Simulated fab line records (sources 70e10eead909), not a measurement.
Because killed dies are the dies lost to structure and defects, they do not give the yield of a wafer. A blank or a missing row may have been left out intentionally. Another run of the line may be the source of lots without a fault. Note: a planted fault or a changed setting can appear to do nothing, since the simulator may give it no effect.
Matching of chambers / flow nand-harc / NHARC_A_WL_FILL_ALD_10 on ald-hk-03 has 4 sister chambers
The step deposits SiO2, target thk 50 nm, pulse time 10 s, ald cycles 500. 4 wafers are shown with their chamber, then 11 later ones without.

== WAFERS PAIRED WITH THEIR CHAMBERS ==
wafer=L090.1; chamber=3; heater-power-w (W)=444
wafer=L090.3; chamber=2; heater-power-w (W)=366
wafer=L090.6; chamber=0; heater-power-w (W)=486
wafer=L094.1; chamber=1; heater-power-w (W)=527

== WAFERS WHOSE CHAMBER IS MISSING ==
wafer=L094.4; heater-power-w (W)=437
wafer=L094.6; heater-power-w (W)=524
wafer=L095.1; heater-power-w (W)=430
wafer=L095.2; heater-power-w (W)=484
wafer=L095.4; heater-power-w (W)=357
wafer=L093.4; heater-power-w (W)=516
wafer=L093.5; heater-power-w (W)=496
wafer=L093.6; heater-power-w (W)=500
wafer=L097.1; heater-power-w (W)=442
wafer=L097.2; heater-power-w (W)=499
wafer=L097.6; heater-power-w (W)=449

== THE CHAMBER EACH PASSED THROUGH ==
wafer=L094.4; from the rows above=3; in truth=3
wafer=L094.6; from the rows above=1; in truth=1
wafer=L095.1; from the rows above=3; in truth=3
wafer=L095.2; from the rows above=0; in truth=0
wafer=L095.4; from the rows above=2; in truth=2
wafer=L093.4; from the rows above=1; in truth=1
wafer=L093.5; from the rows above=0; in truth=0
wafer=L093.6; from the rows above=can't be placed: 0 or 1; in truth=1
wafer=L097.1; from the rows above=3; in truth=3
wafer=L097.2; from the rows above=can't be placed: 0 or 1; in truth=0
wafer=L097.6; from the rows above=3; in truth=3
Correct placement for 9 of the 11. Can't be placed from these rows: 2 (the true chamber is among the candidates in 2). 0 placed wrongly.
How it was worked out, from the rows above alone: a wafer's distance from a chamber is the root of the sum, over the readings, of the square of ((its reading less the chamber's mean) divided by the reading's scatter). The wafer belongs to the nearest chamber; if the next one is less than 2 further off, it can't be placed. For every chamber, the mean is computed from those of its wafers that are shown. The scatter: root of mean squared gap, hidden wafer to nearest shown wafer, with one shown wafer a chamber.
